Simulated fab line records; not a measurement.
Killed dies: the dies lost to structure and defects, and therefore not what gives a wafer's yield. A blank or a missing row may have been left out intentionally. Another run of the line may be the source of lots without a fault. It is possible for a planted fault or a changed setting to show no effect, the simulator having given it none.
fab line records | flow n5-finfet
record: lots: 5 wafers: 15 last-day: 17
route steps=1938 shown SDB@359 BEOL_M4@1111 PASSIVATION@1936
lots untouched by any fault: they come from a run of this same line in which no faults occurred
start-h: the number of hours between the record's first day and the start of the first shown wafer of the lot | wait-h: hours elapsed since this lot's preceding step | " identical to the entry in the row above | L1.1+2: a row that stands for several wafers | - no value present, or no start provided | * or withheld: withheld | < > ~ a bound
route shown NAME@n: names a module that has steps shown in the file, with the first one's number in the route | usual: mean/standard deviation taken from wafers without a fault | same: alike in all rows | chamber/n: place in a boat | sites: each site's reading | _std_site: standard deviation of those values | _edge_site: outer sites' mean less inner sites' | radius-mm: for every site, how far away it sits from the centre of the wafer | mask NAME#n: copy n | behind: the tool/chamber that last shaped the wafer | hold: reason for holding the lot/hours on hold/outcome of the hold | device: transistor that didn't switch, given as n, p or np | end of line: tests of these same wafers at the route's end | where a step has no rows: the recipe by itself | killed: count of dies lost to structure and defects at first sort (not the wafer's yield) | map: the dies of a wafer, with x for killed, . for not killed, _ for no die there
set.NAME: the setting that was run; set.NAME@STEP: the one run at that earlier step | model.NAME: the simulator's own value behind a step, which no gauge read
a table for each step, a row for each wafer; lots at some steps of the route
services: when a tool's chamber went out of use (start-h, in hours from the record's first day, below 0 if earlier), for how many hours, and the reason
== steps ==
step: N5_SDB_DESCUM_16
recipe: chemistry: O2 time-s: 7.9 source-power-w: 50 bias-power-w: 20 pressure-mtorr: 20 rf-frequency-hz: 2.712e+07 temp-c: 40 resist: CAR-ArF o2-flow-sccm: 225
step: N5_SDB_ETCH_17
recipe: chemistry: CF4 target: SiARC target-depth-a: 234 mask-material: CAR-ArF time-s: 39 ion-energy-ev: 80 pressure-mtorr: 40 source-w: 545 bias-w: 36 Ar_flow_sccm: 100 cf4-flow-sccm: 100 ends: cleared
step: N5_SDB_ETCH_18
recipe: chemistry: N2/H2 target: SOC target-depth-a: 1000 overetch-a: 200 mask-material: SiARC temp-c: 40 time-s: 150 ion-energy-ev: 200 pressure-mtorr: 30 source-w: 840 bias-w: 150 n2-flow-sccm: 200 h2-flow-sccm: 200
step: N5_SDB_STRIP_19
recipe: chemistry: N2/H2 temp-c: 40 n2-flow-sccm: 200 h2-flow-sccm: 200 rf-frequency-hz: 6e+07
step: N5_SDB_STRIP_21
recipe: chemistry: CF4 resist: SiARC power-w: 300 bias-power-w: 75 pressure-mtorr: 50 cf4-flow-sccm: 150 rf-frequency-hz: 6e+07
step: N5_SDB_HM_OPEN_20
recipe: chemistry: CH3F/O2 target: SiNx mask-material: SOC target-depth-a: 240 stop-on: poly-Si over-etch-frac: 0.4 ion-energy-ev: 120 pressure-mtorr: 30 source-w: 395 bias-w: 73 Ar_flow_sccm: 150 CH3F_flow_sccm: 30 O2_flow_sccm: 20
step: N5_SDB_STRIP_22
recipe: chemistry: N2/H2 power-w: 1000 temp-c: 250 h2-frac: 0.65 overash-fraction: 0.3 pressure-mtorr: withheld n2-flow-sccm: 1750 h2-flow-sccm: 3250
step: N5_SDB_PRECLEAN_23
recipe: chemistry: dHF time-s: 30 temp-c: 25 dilution: withheld
step: N5_SDB_DUMMY_REMOVE_24
recipe: chemistry: TMAH temp-c: 70 target: poly-Si stop-on: SiO2 target-depth-nm: 142 conc-wt-pct: 5 time-s: 57 dry: ipa-marangoni rinse-time-s: 30 rinse-temp-c: 23
step: N5_SDB_ETCH_25
recipe: chemistry: C4F6/O2 target: SiO2 target-depth-a: 100 time-s: 3.3 ion-energy-ev: 250 mask-material: SiNx pressure-mtorr: 30 source-w: 345 bias-w: 185 Ar_flow_sccm: 300 C4F6_flow_sccm: 10 O2_flow_sccm: 10
step: N5_SDB_CUT_ETCH_26
recipe: chemistry: HBr/Cl2/O2 target: Si target-depth-a: 1296 bt-time-s: 20 mask-material: SiNx time-s: 51.8 ion-energy-ev: * bias-w: * pressure-mtorr: 10 icp-w: 800 HBr_flow_sccm: 150 Cl2_flow_sccm: 80 O2_flow_sccm: 12
usual: HBr_flow_sccm: 150.0/0.51 O2_flow_sccm: 12.00/0.034 drypump-motor-current-A: 5.9/0.45 oes-product-au: 1.001/0.015 rf-fwd-power-W: * throttle-valve-pct: 37.1/0.33
columns lot.wafer tool chamber start-h wait-h HBr_flow_sccm O2_flow_sccm drypump-motor-current-A oes-product-au rf-fwd-power-W rf-hours-counter-h throttle-valve-pct model.SiNx_of_SDB_HM_DEP_00.thk-nm
L690.1 rie-si-04 3 163.61 0.1 - - - - - - - 38.4
L690.4 " 0 " " - - - - - - - 39.2
L690.6 " 3 " " - - - - - - - 39
L692.1 rie-si-02 1 176.28 0.1 - - - - - - - 38
L692.3 " 2 " " - - - - - - - 37.8
L692.6 " 1 " " - - - - - - - 38.2
L693.1 rie-si-04 0 184.45 0.1 - - - - - - - 38.2
L693.2 " 1 " " - - - - - - - 38.4
L693.4 " 3 " " - - - - - - - 38.6
L694.1 rie-si-04 3 186.60 0.1 150.4 11.97 5.8 0.996 * 8 37.0 22.6
L694.4 " 2 " " 150.1 12.03 6.0 1.004 * 90 36.8 23
L694.6 " 0 " " 151.0 11.97 6.1 0.982 * - 37.3 22.2
L697.1 rie-si-04 3 205.10 0.1 150.2 12.02 5.8 1.007 * 8 37.0 23.2
L697.2 " 2 " " 149.8 11.98 6.0 1.014 * 90 36.8 22.4
L697.4 " 1 " " 150.7 12.03 6.5 0.992 * 12 37.1 23.2
step: N5_SDB_PRECLEAN_38
recipe: chemistry: dHF time-s: 10 dilution: 750:1 temp-c: 25
columns lot.wafer tool chamber start-h wait-h model.SiNx_of_SDB_HM_DEP_00.thk-nm
L690.1 wet-bench-05 1 163.73 0.1 38.4
L690.4 " 0 " " 39
L690.6 " 7 " " 38.8
L692.1+6 wet-bench-05 7,6 176.39 0.1 38
L692.3 " 4 " " 37.8
L693.1 wet-bench-06 3 184.57 0.1 38.2
L693.2+4 " 4,7 " " 38.4
L694.1 wet-bench-03 1 186.72 0.1 22.6
L694.4 " 0 " " 22.8
L694.6 " 4 " " 22
L697.1 wet-bench-06 3 205.22 0.1 23.2
L697.2 " 6 " " 22.4
L697.4 " 1 " " 23
step: N5_SDB_PRECLEAN_39
recipe: chemistry: O3/DIW time-s: 45 temp-c: 22 o3-ppm: 10
step: N5_BEOL_M4_RC_MEAS_101
usual: DIBL_N: 36.1/1.6 DIBL_P: 35.8/2.1 IOFF_N: 0.16/0.031 IOFF_P: 0.21/0.034 ION_N: 673/12 ION_P: 461/7.2 SS_N: 71.4/0.59 SS_P: 73.3/0.63 VT_N: 250/3.1 VT_P: -250/3.3
columns lot.wafer tool chamber start-h wait-h DIBL_N[mV/V] DIBL_P[mV/V] IOFF_N[nA/um] IOFF_P[nA/um] ION_N[uA/um] ION_P[uA/um] SS_N[mV/dec] SS_P[mV/dec] VT_N[mV] VT_P[mV]
L694.1 prober-02 0 295.03 0.0 36.1 36.2 0.17 0.25 675 465 72.4 74.2 247 -245
L694.4 " 0 " " 35.5 35.8 0.16 0.23 671 468 71.3 74.2 248 -247
L694.6 " 0 " " 36.2 37.0 0.16 0.25 672 470 71.8 73.3 250 -246
L697.1 prober-02 0 310.03 0.0 31.9 32.8 0.13 0.16 671 454 70.8 72.9 252 -254
L697.2 " 0 " " 35.8 37.0 0.17 0.21 682 467 71.5 73.8 249 -247
L697.4 " 0 " " 36.3 36.9 0.19 0.21 677 462 72.1 74.2 245 -249
step: N5_PASSIVATION_PROBE_49
usual: defect-limited-yield: 91.0/1.5 killed_at_M0_to_M3: 35/11 killed_at_M4_up: 13/6 killed-at-contacts: 14/6.5 killed-at-front-end: 40/12 killed-at-other: 4/3.4 killed-dies: 106/18 killed-on-rim: 14/4.7 killed-open: 68/14 killed-short: 35/7.7 sort_bin_5_function: 5.2/0.98 sort_bin_6_memory: 3.4/0.72 sort-n-pass: 1074/18 sort-yield-pct: 91.0/1.5
same: gross-dies: 1180 killed-at-back-side: 0 sort_bin_4_leakage[%]: 0 sort_bin_8_speed[%]: 0
columns lot.wafer tool chamber start-h wait-h defect-limited-yield[%] killed_at_M0_to_M3 killed_at_M4_up killed-at-contacts killed-at-front-end killed-at-other killed-dies killed-on-rim killed-open killed-short sort_bin_5_function[%] sort_bin_6_memory[%] sort-n-pass sort-yield-pct[%]
L690.1 prober-01 - 379.54 0.0 0 48 9 11 1110 2 1180 152 84 39 95.3 4.3 0 0
L690.4 prober-01 - 379.69 0.2 0 23 13 9 1134 1 1180 152 55 29 96.9 2.8 0 0
L690.6 prober-01 - 379.79 0.3 0 28 21 16 1114 1 1180 152 68 36 96.4 3.4 0 0
L693.1 prober-01 - 382.16 0.0 0 34 9 15 1113 9 1180 152 57 32 97.0 2.6 0 0
L693.2 prober-01 - 382.21 0.1 0 32 8 9 1115 16 1180 152 57 43 96.4 3.1 0 0
L693.4 prober-01 - 382.31 0.2 0 48 10 12 1103 7 1180 152 74 29 96.5 3.1 0 0
L692.1 prober-01 - 386.88 0.0 0 46 4 11 1115 4 1180 152 51 51 95.8 3.7 0 0
L692.3 prober-01 - 386.98 0.1 0 36 3 13 1127 1 1180 152 70 34 96.4 3.5 0 0
L692.6 prober-01 - 387.13 0.3 0 47 8 7 1117 1 1180 152 80 42 95.6 4.1 0 0
killed by level:class
L690.1 SDB:area-etch=1055 STI_FIN_REVEAL:geometric-particle:open=12 BEOL_M1:geometric-particle:open=11 FIN_SAQP:geometric-particle:open=10 BEOL_M0_SAQP:geometric-particle:short=10 MOL_CONTACT_COAG:geometric-particle:open=9 FIN_SAQP:geometric-particle:short=8 BEOL_M0_SAQP:geometric-particle:open=8
L690.4 SDB:area-etch=1093 FIN_SAQP:geometric-particle:short=10 STI_FIN_REVEAL:geometric-particle:open=9 MOL_CONTACT_COAG:geometric-particle:open=8 BEOL_M2:geometric-particle:open=6 STARTING-WAFER:geometric-particle:open=5 BEOL_M1:geometric-particle:open=5 BEOL_M5:geometric-particle:open=4
L690.6 SDB:area-etch=1076 MOL_CONTACT_COAG:geometric-particle:open=11 BEOL_M4:geometric-particle:open=11 FIN_SAQP:geometric-particle:open=9 BEOL_M0_SAQP:geometric-particle:short=9 STARTING-WAFER:geometric-particle:short=6 FIN_SAQP:geometric-particle:short=5 MOL_CONTACT_COAG:geometric-particle:short=5
L693.1 SDB:area-etch=1089 MOL_CONTACT_COAG:geometric-particle:open=11 BEOL_M1:geometric-particle:open=8 BEOL_M2:geometric-particle:open=7 BEOL_M0_SAQP:geometric-particle:open=7 STI_FIN_REVEAL:geometric-particle:short=4 STI_FIN_REVEAL:geometric-particle:open=4 DUMMY_GATE:geometric-particle:open=4
L693.2 SDB:area-etch=1077 FIN_SAQP:geometric-particle:short=8 BEOL_M2:geometric-particle:open=8 DUMMY_GATE:geometric-particle:open=7 MOL_CONTACT_COAG:geometric-particle:open=6 PASS1_DEP:geometric-particle:short=6 BEOL_M0_SAQP:geometric-particle:open=5 BEOL_M3:geometric-particle:open=5
L693.4 SDB:area-etch=1075 MOL_CONTACT_COAG:geometric-particle:open=10 BEOL_M1:geometric-particle:open=9 BEOL_M0_SAQP:geometric-particle:open=8 BEOL_M3:geometric-particle:open=8 BEOL_M2:geometric-particle:open=7 BEOL_M0:geometric-particle:open=5 BEOL_M0_SAQP:geometric-particle:short=5
L692.1 SDB:area-etch=1075 BEOL_M0_SAQP:geometric-particle:open=17 BEOL_M0_SAQP:geometric-particle:short=15 MOL_CONTACT_COAG:geometric-particle:open=8 DUMMY_GATE:geometric-particle:open=6 FIN_SAQP:geometric-particle:short=4 FIN_CUT:geometric-particle:short=4 DUMMY_GATE:geometric-particle:short=4
L692.3 SDB:area-etch=1075 STI_FIN_REVEAL:geometric-particle:open=14 FIN_SAQP:geometric-particle:open=10 MOL_CONTACT_COAG:geometric-particle:open=10 BEOL_M0_SAQP:geometric-particle:open=10 FIN_SAQP:geometric-particle:short=9 BEOL_M0_SAQP:geometric-particle:short=9 STI_FIN_REVEAL:geometric-particle:short=8
L692.6 SDB:area-etch=1057 STI_FIN_REVEAL:geometric-particle:open=17 BEOL_M0_SAQP:geometric-particle:open=17 FIN_SAQP:geometric-particle:open=12 BEOL_M0_SAQP:geometric-particle:short=12 FIN_SAQP:geometric-particle:short=10 STI_FIN_REVEAL:geometric-particle:short=6 MOL_CONTACT_COAG:geometric-particle:open=6
map L690.1 (x killed, . not)
_________________xxxxxxxxxxxx________________
______________xxxxxxxxxxxxxxxxxx_____________
___________xxxxxxxxxxxxxxxxxxxxxxxx__________
__________xxxxxxxxxxxxxxxxxxxxxxxxxx_________
________xxxxxxxxxxxxxxxxxxxxxxxxxxxxxx_______
_______xxxxxxxxxxxxxxxxxxxxxxxxxxxxxxxx______
______xxxxxxxxxxxxxxxxxxxxxxxxxxxxxxxxxx_____
_____xxxxxxxxxxxxxxxxxxxxxxxxxxxxxxxxxxxx____
____xxxxxxxxxxxxxxxxxxxxxxxxxxxxxxxxxxxxxx___
___xxxxxxxxxxxxxxxxxxxxxxxxxxxxxxxxxxxxxxxx__
___xxxxxxxxxxxxxxxxxxxxxxxxxxxxxxxxxxxxxxxx__
__xxxxxxxxxxxxxxxxxxxxxxxxxxxxxxxxxxxxxxxxxx_
__xxxxxxxxxxxxxxxxxxxxxxxxxxxxxxxxxxxxxxxxxx_
_xxxxxxxxxxxxxxxxxxxxxxxxxxxxxxxxxxxxxxxxxxxx
_xxxxxxxxxxxxxxxxxxxxxxxxxxxxxxxxxxxxxxxxxxxx
_xxxxxxxxxxxxxxxxxxxxxxxxxxxxxxxxxxxxxxxxxxxx
_xxxxxxxxxxxxxxxxxxxxxxxxxxxxxxxxxxxxxxxxxxxx
_xxxxxxxxxxxxxxxxxxxxxxxxxxxxxxxxxxxxxxxxxxxx
_xxxxxxxxxxxxxxxxxxxxxxxxxxxxxxxxxxxxxxxxxxxx
_xxxxxxxxxxxxxxxxxxxxxxxxxxxxxxxxxxxxxxxxxxxx
_xxxxxxxxxxxxxxxxxxxxxxxxxxxxxxxxxxxxxxxxxxxx
__xxxxxxxxxxxxxxxxxxxxxxxxxxxxxxxxxxxxxxxxxx_
__xxxxxxxxxxxxxxxxxxxxxxxxxxxxxxxxxxxxxxxxxx_
___xxxxxxxxxxxxxxxxxxxxxxxxxxxxxxxxxxxxxxxx__
___xxxxxxxxxxxxxxxxxxxxxxxxxxxxxxxxxxxxxxxx__
____xxxxxxxxxxxxxxxxxxxxxxxxxxxxxxxxxxxxxx___
_____xxxxxxxxxxxxxxxxxxxxxxxxxxxxxxxxxxxx____
______xxxxxxxxxxxxxxxxxxxxxxxxxxxxxxxxxx_____
_______xxxxxxxxxxxxxxxxxxxxxxxxxxxxxxxx______
________xxxxxxxxxxxxxxxxxxxxxxxxxxxxxx_______
__________xxxxxxxxxxxxxxxxxxxxxxxxxx_________
___________xxxxxxxxxxxxxxxxxxxxxxxx__________
______________xxxxxxxxxxxxxxxxxx_____________
_________________xxxxxxxxxxxx________________
map L692.1 (x killed, . not)
_________________xxxxxxxxxxxx________________
______________xxxxxxxxxxxxxxxxxx_____________
___________xxxxxxxxxxxxxxxxxxxxxxxx__________
__________xxxxxxxxxxxxxxxxxxxxxxxxxx_________
________xxxxxxxxxxxxxxxxxxxxxxxxxxxxxx_______
_______xxxxxxxxxxxxxxxxxxxxxxxxxxxxxxxx______
______xxxxxxxxxxxxxxxxxxxxxxxxxxxxxxxxxx_____
_____xxxxxxxxxxxxxxxxxxxxxxxxxxxxxxxxxxxx____
____xxxxxxxxxxxxxxxxxxxxxxxxxxxxxxxxxxxxxx___
___xxxxxxxxxxxxxxxxxxxxxxxxxxxxxxxxxxxxxxxx__
___xxxxxxxxxxxxxxxxxxxxxxxxxxxxxxxxxxxxxxxx__
__xxxxxxxxxxxxxxxxxxxxxxxxxxxxxxxxxxxxxxxxxx_
__xxxxxxxxxxxxxxxxxxxxxxxxxxxxxxxxxxxxxxxxxx_
_xxxxxxxxxxxxxxxxxxxxxxxxxxxxxxxxxxxxxxxxxxxx
_xxxxxxxxxxxxxxxxxxxxxxxxxxxxxxxxxxxxxxxxxxxx
_xxxxxxxxxxxxxxxxxxxxxxxxxxxxxxxxxxxxxxxxxxxx
_xxxxxxxxxxxxxxxxxxxxxxxxxxxxxxxxxxxxxxxxxxxx
_xxxxxxxxxxxxxxxxxxxxxxxxxxxxxxxxxxxxxxxxxxxx
_xxxxxxxxxxxxxxxxxxxxxxxxxxxxxxxxxxxxxxxxxxxx
_xxxxxxxxxxxxxxxxxxxxxxxxxxxxxxxxxxxxxxxxxxxx
_xxxxxxxxxxxxxxxxxxxxxxxxxxxxxxxxxxxxxxxxxxxx
__xxxxxxxxxxxxxxxxxxxxxxxxxxxxxxxxxxxxxxxxxx_
__xxxxxxxxxxxxxxxxxxxxxxxxxxxxxxxxxxxxxxxxxx_
___xxxxxxxxxxxxxxxxxxxxxxxxxxxxxxxxxxxxxxxx__
___xxxxxxxxxxxxxxxxxxxxxxxxxxxxxxxxxxxxxxxx__
____xxxxxxxxxxxxxxxxxxxxxxxxxxxxxxxxxxxxxx___
_____xxxxxxxxxxxxxxxxxxxxxxxxxxxxxxxxxxxx____
______xxxxxxxxxxxxxxxxxxxxxxxxxxxxxxxxxx_____
_______xxxxxxxxxxxxxxxxxxxxxxxxxxxxxxxx______
________xxxxxxxxxxxxxxxxxxxxxxxxxxxxxx_______
__________xxxxxxxxxxxxxxxxxxxxxxxxxx_________
___________xxxxxxxxxxxxxxxxxxxxxxxx__________
______________xxxxxxxxxxxxxxxxxx_____________
_________________xxxxxxxxxxxx________________
== services ==
columns tool chamber start-h hours kind
rie-si-02 - 147.51 0.1 repair
rie-si-02 2 166.54 3.7 repair
== key ==
first-sign: step: N5_SDB_CUT_ETCH_26 reading: tool-record direction: missing
effect: step: N5_PASSIVATION_PROBE_49 reading: sort_bin_5_function direction: up sigmas: 93 usual: 5.2 struck: 96.3
model-effect: step: N5_SDB_CUT_ETCH_26 value: SiNx_of_SDB_HM_DEP_00.thk-nm without: 22.24 struck: 38.42
model-effect: step: N5_SDB_PRECLEAN_38 value: SiNx_of_SDB_HM_DEP_00.thk-nm without: 22.2 struck: 38.33
more-kills-born-at: N5_SDB_CUT_ETCH_26@rie-si-04: 6465 N5_SDB_CUT_ETCH_26@rie-si-02: 3206
met-at N5_SDB_CUT_ETCH_26
struck-wafers L690.1,L690.4,L690.6,L692.1,L692.3,L692.6,L693.1,L693.2,L693.4
later-rows-left-out L690.1,L690.4,L690.6,L692.1,L692.3,L692.6,L693.1,L693.2,L693.4
fault: kind: skipped-step-whole tool: rie-si-02,rie-si-04 chamber: - onset-h: 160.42 steps: N5_SDB_CUT_ETCH_26 scope: struck-lots-only
later-rows-left-out: the simulator's readings of these wafers behind a module that went badly wrong aren't trusted and aren't shown, but for the sort
